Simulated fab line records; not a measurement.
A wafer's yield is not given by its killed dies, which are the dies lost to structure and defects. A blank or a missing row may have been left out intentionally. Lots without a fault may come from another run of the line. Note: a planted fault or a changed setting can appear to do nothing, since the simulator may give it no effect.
Which of the tools did it? | flow n5Finfet | 11 lots, 31 wafers sampled, at 5 steps of a route of 1938

== WHAT THE GAUGES READ, wafer by wafer ==
The record lacks any reading of a measuring or inspecting step that a usual standard deviation could be used to judge.

== EACH LOT AND THE TOOL THAT RAN IT (in order: tool; ch and the chambers of the sampled wafers; start) ==
lot  | N5_BEOL_M10_ANNEAL_51           | N5_BEOL_M11_ETCH_61               | N5_BEOL_M11_DEP_56              | N5_BEOL_M12_COAT_04              | N5_BEOL_M12_STRIP_63
L418 | rtpAnneal-02 ch 0, day 11 01:13 | rieDiel-02 ch 0,3, day 11 04:28   | pecvd-03 ch 0,2, day 11 09:56   | lithoTrack-02 ch 0, day 11 12:08 | plasmaAsher-02 ch 0,1, day 11 12:53
L422 | rtpAnneal-02 ch 0, day 12 00:59 | rieDiel-02 ch 1,3, day 12 03:05   | pecvd-01 ch 1,2, day 12 11:47   | lithoTrack-03 ch 0, day 12 12:05 | plasmaAsher-02 ch 0,1, day 12 12:44
L424 | rtpAnneal-01 ch 0, day 12 12:24 | rieDiel-02 ch 1,3, day 12 15:57   | pecvd-03 ch 1,2, day 12 22:40   | lithoTrack-02 ch 0, day 12 22:57 | plasmaAsher-01 ch 0,1, day 12 23:56
L426 | rtpAnneal-01 ch 0, day 13 05:13 | rieDiel-03 ch 2,3, day 13 09:55   | pecvd-01 ch 0,1,2, day 13 15:55 | lithoTrack-02 ch 0, day 13 16:12 | plasmaAsher-02 ch 0,1, day 13 17:05
L429 | rtpAnneal-02 ch 0, day 13 22:47 | rieDiel-03 ch 1,3, day 14 01:14   | pecvd-03 ch 0,1,2, day 14 05:16 | lithoTrack-02 ch 0, day 14 05:33 | plasmaAsher-02 ch 0,1, day 14 06:19
L428 | rtpAnneal-02 ch 0, day 13 23:03 | rieDiel-03 ch 1,2, day 14 01:34   | pecvd-03 ch 2, day 14 05:50     | lithoTrack-02 ch 0, day 14 06:08 | plasmaAsher-02 ch 0,1, day 14 06:47
L431 | rtpAnneal-02 ch 0, day 14 04:52 | rieDiel-02 ch 0,1,3, day 14 08:04 | pecvd-03 ch 0,1,2, day 14 16:32 | lithoTrack-02 ch 0, day 14 16:50 | plasmaAsher-02 ch 0,1, day 14 17:29
L432 | rtpAnneal-02 ch 0, day 14 05:23 | rieDiel-04 ch 2,3, day 14 08:20   | pecvd-01 ch 0,1,2, day 14 15:54 | lithoTrack-02 ch 0, day 14 16:14 | plasmaAsher-02 ch 0,1, day 14 17:07
L430 | rtpAnneal-01 ch 0, day 14 08:49 | rieDiel-04 ch 0,2,3, day 14 13:31 | pecvd-03 ch 0,1,2, day 14 17:45 | lithoTrack-05 ch 0, day 14 18:05 | plasmaAsher-02 ch 0,1, day 14 19:00
L434 | rtpAnneal-02 ch 0, day 14 14:44 | rieDiel-02 ch 0,3, day 14 16:50   | pecvd-03 ch 0,2, day 14 22:13   | lithoTrack-03 ch 0, day 14 22:33 | plasmaAsher-02 ch 0,1, day 14 23:15
L435 | rtpAnneal-02 ch 0, day 14 21:34 | rieDiel-04 ch 1,3, day 15 00:36   | pecvd-01 ch 1,2, day 15 05:10   | lithoTrack-02 ch 0, day 15 05:28 | plasmaAsher-01 ch 0,1, day 15 06:25
- N5_BEOL_M10_ANNEAL_51: time 90 s.
- N5_BEOL_M11_ETCH_61: etches SiARC in CF4, target depth 39 nm, time 65 s.
- N5_BEOL_M11_DEP_56: deposits SiCN from 3MS/NH3, target thk 30 nm, time 10.5 s.
- N5_BEOL_M12_COAT_04: resist thk 400 nm.
- N5_BEOL_M12_STRIP_63: strips in N2/H2.

== AS READ BY THE TOOLS THEMSELVES (means over the sampled wafers that have a number; for cases with no such wafer, the mark the record gives instead) ==
N5_BEOL_M10_ANNEAL_51.
lot  | tool         | wafer_temp_C_max
L418 | rtpAnneal-02 | 226.3
L422 | rtpAnneal-02 | 225.8
L424 | rtpAnneal-01 | 226.9
L426 | rtpAnneal-01 | 227.4
L429 | rtpAnneal-02 | 225.8
L428 | rtpAnneal-02 | 225.8
L431 | rtpAnneal-02 | 225.7
L432 | rtpAnneal-02 | 225.6
L430 | rtpAnneal-01 | 226.9
L434 | rtpAnneal-02 | 226.0
L435 | rtpAnneal-02 | 225.7

N5_BEOL_M11_ETCH_61.
lot  | tool       | drypumpMotorCurrentA (A) | etchRfOnTimeS (s) | oesProductAu (a.u.) | rfVppV (V) | showerheadPlenumPTorr (Torr) | throttleValvePct (%)
L418 | rieDiel-02 | 5.1                      | 64.6              | 0.64                | 182.7      | 2.03                         | 15.74
L422 | rieDiel-02 | 5.4                      | 66.1              | 0.64                | 183.1      | 2.12                         | 15.56
L424 | rieDiel-02 | 5.3                      | 65.2              | 0.66                | 183.7      | 2.11                         | 15.48
L426 | rieDiel-03 | 5.9                      | 64.9              | 0.68                | 185.1      | 2.19                         | 15.66
L429 | rieDiel-03 | 6.0                      | 63.2              | 0.73                | 185.8      | 2.20                         | 15.55
L428 | rieDiel-03 | 5.8                      | 64.7              | 0.72                | 183.5      | 2.17                         | 15.53
L431 | rieDiel-02 | 5.2                      | 64.9              | 0.65                | 182.9      | 2.06                         | 15.60
L432 | rieDiel-04 | 5.7                      | 65.1              | 0.75                | 183.4      | 2.16                         | 15.51
L430 | rieDiel-04 | 6.0                      | 65.0              | 0.71                | 183.4      | 2.09                         | 15.62
L434 | rieDiel-02 | 5.1                      | 63.8              | 0.63                | 182.3      | 2.02                         | 15.79
L435 | rieDiel-04 | 6.1                      | 62.6              | 0.71                | 184.3      | 2.11                         | 15.54

N5_BEOL_M11_DEP_56.
lot  | tool     | chamberPressureTorr (Torr) | showerheadPlenumPTorr (Torr) | throttleValvePct (%)
L418 | pecvd-03 | 3.002                      | 4.162                        | 17.7
L422 | pecvd-01 | 2.998                      | 4.114                        | 18.7
L424 | pecvd-03 | 3.003                      | 4.181                        | 17.6
L426 | pecvd-01 | 3.006                      | 4.132                        | 18.0
L429 | pecvd-03 | 3.000                      | 4.180                        | 18.1
L428 | pecvd-03 | 3.002                      | 4.146                        | 17.4
L431 | pecvd-03 | 3.004                      | 4.173                        | 18.0
L432 | pecvd-01 | 2.997                      | 4.130                        | 18.1
L430 | pecvd-03 | 2.998                      | 4.180                        | 18.3
L434 | pecvd-03 | 2.999                      | 4.160                        | 17.7
L435 | pecvd-01 | 2.995                      | 4.123                        | 18.8

N5_BEOL_M12_COAT_04.
lot  | tool          | spinSpeedRpm (rpm)
L418 | lithoTrack-02 | 1625.8
L422 | lithoTrack-03 | 1624.7
L424 | lithoTrack-02 | 1626.0
L426 | lithoTrack-02 | 1624.7
L429 | lithoTrack-02 | 1624.2
L428 | lithoTrack-02 | 1625.5
L431 | lithoTrack-02 | 1550.8
L432 | lithoTrack-02 | 1625.2
L430 | lithoTrack-05 | 1625.7
L434 | lithoTrack-03 | 1625.2
L435 | lithoTrack-02 | 1551.0

N5_BEOL_M12_STRIP_63.
lot  | tool           | drypumpMotorCurrentA (A) | heaterPowerW (W) | oesProductAu (a.u.) | stripTimeToEndpointS (s)
L418 | plasmaAsher-02 | 5.66                     | 364              | 0.697               | 42.8
L422 | plasmaAsher-02 | 5.82                     | 370              | 0.695               | 42.3
L424 | plasmaAsher-01 | 5.77                     | 342              | 0.698               | 41.5
L426 | plasmaAsher-02 | 5.82                     | 368              | 0.694               | 42.6
L429 | plasmaAsher-02 | 5.80                     | 373              | 0.695               | 42.3
L428 | plasmaAsher-02 | 5.73                     | 368              | 0.695               | 42.4
L431 | plasmaAsher-02 | 5.80                     | 365              | 0.699               | 44.9
L432 | plasmaAsher-02 | 5.68                     | 366              | 0.691               | 41.2
L430 | plasmaAsher-02 | 5.80                     | 366              | 0.693               | 42.7
L434 | plasmaAsher-02 | 5.82                     | 367              | 0.690               | 42.8
L435 | plasmaAsher-01 | 5.90                     | 359              | 0.695               | 44.8

== THE ANSWER, worked out from the rows above alone ==
Rule: usual is defined by the lots themselves. The widest of any qualifying gaps counts: lots, ordered by their means at a reading, are off when they make up no more than a third of the lots, leave a main group of 4 or more, and stand apart from it by 3 or more times the standard deviation of that group's means. A main group whose means are all the same, to the digits that the tables above print for the reading, isn't used. A lot without any number at a reading at which 4 lots or more have one is off too. All remaining lots with rows at the step are treated as sound. Order of review: gauges by route order, followed by the tools' own readings, for which a lot's mean as printed above is used. At the first step where some lot is off, the reading lying furthest off is the one used; lots without a number count as furthest.
Off at N5_BEOL_M12_COAT_04 (spinSpeedRpm): L431, L435. The main group has a mean of 1625.2 rpm with a standard deviation of 0.56.
If a tool, at that step or one of the process steps before it, ran each lot that is off and ran no sound lot following the first of them, it fits. One fits: N5_BEOL_M12_COAT_04 on lithoTrack-02. Its last sound lot is L432 (day 14 16:14), its first lot that is off L431 (day 14 16:50): a fault that began between those two fits.
The tool's own readings at N5_BEOL_M12_COAT_04 bear it out: on the lots that are off they differ by more than 5 times the standard deviation of the sound lots' means. spinSpeedRpm reads 1550.9 rpm there against 1625.2 rpm on the sound lots.

== WHAT THE SIMULATOR HAD INSERTED ==
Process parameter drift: lithoTrack-02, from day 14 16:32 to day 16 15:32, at N5_BEOL_M12_COAT_04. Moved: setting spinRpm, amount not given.
Lots struck among those shown: L431, L435. The rule given above showed the same thing.
